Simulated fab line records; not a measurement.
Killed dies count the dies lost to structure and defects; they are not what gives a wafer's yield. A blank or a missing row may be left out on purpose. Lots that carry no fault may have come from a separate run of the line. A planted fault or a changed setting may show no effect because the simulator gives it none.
Matching of chambers	flow n5-finfet	N5_BEOL_M2_VIA_ETCH_34 on rie-diel-03: 4 sister chambers
The step etches the open film in C4F6/O2, target depth 69.4 nm, time 65.9 s. 18 wafers are shown with their chamber, then 9 later ones without.

== WAFERS PAIRED WITH THEIR CHAMBERS ==
wafer	chamber	showerhead-plenum-p-Torr (Torr)	drypump-motor-current-A (A)	rf-vpp-V (V)
L075.1	3	2.94	5.3	663
L075.3	2	2.96	5.3	674
L075.6	2	2.96	5.3	675
L074.4	2	2.96	5.3	675
L074.5	3	2.94	5.3	664
L074.6	1	2.91	5.3	664
L079.1	1	2.91	5.3	663
L079.4	3	2.93	5.3	664
L079.5	1	2.91	5.3	664
L080.2	1	2.91	5.4	666
L080.3	2	2.95	5.3	674
L080.5	2	2.95	5.3	674
L083.1	1	2.91	5.3	664
L083.3	2	2.95	5.3	673
L083.4	3	2.93	5.2	663
L084.1	0	3.02	5.9	685
L084.3	3	2.93	5.3	664
L084.6	0	3.02	5.9	684

SIGNATURES, as means of the wafers listed above
reading	chamber 0	chamber 1	chamber 2	chamber 3	scatter within a chamber
showerhead-plenum-p-Torr	3.0200	2.9100	2.9550	2.9340	0.00439
drypump-motor-current-A	5.900	5.320	5.300	5.280	0.0338
rf-vpp-V	684.50	664.20	674.17	663.60	0.816
Rule: a wafer lies at a distance from a chamber equal to the root of the sum of squares, over the readings, of (its reading less the chamber's mean, divided by the reading's scatter). If the next closest chamber is less than 2 further off than the closest, the wafer can't be placed; otherwise it belongs to the closest. The scatter is the square root of a quotient: the sum, over the shown wafers, of each reading's squared deviation from its chamber's mean, divided by wafers minus chambers.

== WAFERS MISSING THEIR CHAMBER ==
wafer	showerhead-plenum-p-Torr (Torr)	drypump-motor-current-A (A)	rf-vpp-V (V)
L088.2	2.95	5.3	673
L088.3	2.92	5.2	664
L088.4	3.01	5.8	685
L087.1	2.92	5.3	663
L087.3	2.90	5.3	665
L087.5	2.94	5.3	673
L092.4	3.00	5.9	683
L092.5	2.91	5.2	661
L092.6	2.89	5.3	663

== THE CHAMBER EACH PASSED THROUGH ==
wafer	from the rows above	in truth
L088.2	2	2
L088.3	can't be placed: 3 or 1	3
L088.4	0	0
L087.1	can't be placed: 1 or 3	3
L087.3	1	1
L087.5	2	2
L092.4	0	0
L092.5	can't be placed: 1 or 3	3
L092.6	1	1
6 of 9 placed correctly. Unplaceable from these rows: 3, with the true chamber sitting among the candidates in 3. 0 placed wrongly.
